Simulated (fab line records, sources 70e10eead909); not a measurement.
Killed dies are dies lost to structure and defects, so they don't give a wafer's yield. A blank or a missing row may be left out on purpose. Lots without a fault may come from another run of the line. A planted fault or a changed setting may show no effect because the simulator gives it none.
A struck lot beside a sound one | flow nand_harc | 39 steps out of a route of 1302
Sound: wafers L275.1, L275.4, L275.5. Struck: wafers L282.1, L282.4. (L282.3 of the same lot was not struck and is left out.) The cause comes at the end.
At each step with rows: each side's tool, then ch and its chambers, then its first start. Under that, the readings that differ: sound wafers | struck wafers | difference of the means | sigmas: that difference in standard deviations of wafers without a fault.
alike: readings whose means differ by less than 2 such deviations, and words and numbers that are the same on both sides. not compared: withheld readings, readings that some wafer has no value for, bounds like >300 that may hide the same value, and numbers for which the record gives no deviation and whose values overlap.
The two part at a step that has a row with sigmas, a row that says differs or no value, or rows on one side only. Numbers that don't overlap but have no deviation are shown without sigmas and don't part them. A reading that every wafer of one side lacks parts them only if that side has two wafers or more.

first, 4 steps without rows for these wafers: NHARC_A_BONDPAD_HARDBAKE_10 (time 65 s); NHARC_A_BONDPAD_DESCUM_11 (chemistry O2, time 3 s); NHARC_A_BONDPAD_ETCH_34 (etches the open film in N2/H2, target depth 60 nm, overetch 18 nm, time 65.91 s); NHARC_A_BONDPAD_ETCH_12 (etches the open film in CHF3/O2, target depth 220 nm, time 110 s).
NHARC_A_BONDPAD_CD_MEAS_13:
  sound on cd_sem-01, day 23 08:29; struck on cd_sem-02, day 26 06:33
  reading    | sound             | struck      | difference | sigmas
  cd_nm (nm) | 500.9 501.9 500.9 | 497.3 497.7 | -3.7       | -2
then, 1 step without rows for these wafers: NHARC_A_BONDPAD_STRIP_15 (strips in O2).
NHARC_A_BONDPAD_ETCH_24: etches the open film in CF4/N2, target depth 30 nm, time 72.99 s.
  sound on rie_diel-03 ch 0,2; struck on rie_diel-03 ch 2,3
  alike: drypump_motor_current_A, n2_flow_sccm, oes_product_au, rf_vpp_V, showerhead_plenum_p_Torr, throttle_valve_pct
  not compared: rf_hours_counter_h
then, 2 steps without rows for these wafers: NHARC_A_BONDPAD_STRIP_16 (strips in post etch residue remover, time 600 s); NHARC_A_BONDPAD_DEGAS_25 (time 60 s).
NHARC_A_BONDPAD_PRE_CLEAN_26: time 30 s.
  sound on pvd_sputter-02; struck on pvd_sputter-03
  alike: heater_power_w
then, 2 steps without rows for these wafers: NHARC_A_BONDPAD_PVD_17 (deposits TaN, target thk 5 nm, time 8.06 s); NHARC_A_BONDPAD_PVD_27 (deposits Cu, target thk 30 nm, time 20.49 s).
NHARC_A_BONDPAD_ECD_18: material Cu, target thk 400 nm.
  sound on ecd_cu-01 ch 0,1, day 23 09:31; struck on ecd_cu-01 ch 0,1, day 26 07:35
then, 2 steps without rows for these wafers: NHARC_A_BONDPAD_ANNEAL_28 (time 90 s); NHARC_A_BONDPAD_CMP_19 (polishes, t overpolish 30 s, cu recess touch 16 s, target thk 169.82 nm).
NHARC_A_BONDPAD_THK_MEAS_20: measures by xrf.
  sound on film_metro-02, day 23 10:32; struck on film_metro-02, day 26 08:35
  alike: thk_nm
then, 1 step without rows for these wafers: NHARC_A_BONDPAD_SRD_21 (time 30 s, dry time 20 s).
NHARC_HYBRID_BOND_ACTIVATE_00: chemistry N2, time 60 s.
  sound on rie_diel-12 ch 0,3, day 23 10:49; struck on rie_diel-04 ch 0,2, day 26 08:52
  reading                         | sound             | struck      | difference | sigmas
  oes_product_au (a.u.)           | 0.994 0.990 0.990 | 1.016 1.007 | +0.020     | +3
  showerhead_plenum_p_Torr (Torr) | 1.71 1.64 1.64    | 1.70 1.88   | +0.13      | +2
  alike: drypump_motor_current_A, n2_flow_sccm, rf_vpp_V
  not compared: rf_hours_counter_h
then, 4 steps without rows for these wafers: NHARC_HYBRID_BOND_PRECLEAN_01 (cleans in DIW, time 300 s); NHARC_HYBRID_BOND_SRD_02 (time 30 s, dry time 20 s); NHARC_HYBRID_BOND_BOND_03; NHARC_HYBRID_BOND_ANNEAL_04 (time 7200 s).
NHARC_HYBRID_BOND_OVL_MEAS_05:
  sound on overlay-02, day 23 20:14; struck on overlay-01, day 26 20:52
  alike: overlay_x_nm, overlay_y_nm
NHARC_THIN_TSV_GRIND_00:
  sound on grinder-01 ch 0, day 23 20:26; struck on grinder-01 ch 0, day 26 21:04
  reading                 | sound             | struck      | difference | sigmas
  head_pressure_psi (psi) | 3.981 3.987 3.988 | 4.002 4.008 | +0.020     | +2
  alike: motor_current_A
then, 1 step without rows for these wafers: NHARC_THIN_TSV_CMP_01 (polishes).
NHARC_THIN_TSV_THK_MEAS_02: measures by ir.
  sound on film_metro-02, day 23 21:55; struck on film_metro-02, day 26 22:34
  alike: thk_nm
then, 3 steps without rows for these wafers: NHARC_THIN_TSV_SRD_03; NHARC_THIN_TSV_PRECLEAN_41 (cleans in SC1); NHARC_THIN_TSV_SRD_42.
NHARC_THIN_TSV_DEP_43: deposits SiO2, target thk 1328.5 nm.
  sound on pecvd-02 ch 0,1,2, day 23 22:11; struck on pecvd-03 ch 0, day 26 22:47
  alike: throttle_valve_pct
then, 8 steps without rows for these wafers: NHARC_THIN_TSV_DEHYDRATE_04 (time 120 s); NHARC_THIN_TSV_HMDS_05 (time 30 s); NHARC_THIN_TSV_COAT_06; NHARC_THIN_TSV_SOFTBAKE_07 (time 95 s); NHARC_THIN_TSV_EBR_08; NHARC_THIN_TSV_EXPOSE_09 (exposes mask TSV); NHARC_THIN_TSV_PEB_10 (peb time 85 s); NHARC_THIN_TSV_DEVELOP_11 (time 70 s).
NHARC_END_SORT_01:
  the record has rows for the struck wafers here (prober-01 ch 0, day 27 14:44) and none for the sound ones

WHERE THEY PART
First at NHARC_A_BONDPAD_CD_MEAS_13; last, within this record, at NHARC_END_SORT_01.

WHY: what the simulator had put in
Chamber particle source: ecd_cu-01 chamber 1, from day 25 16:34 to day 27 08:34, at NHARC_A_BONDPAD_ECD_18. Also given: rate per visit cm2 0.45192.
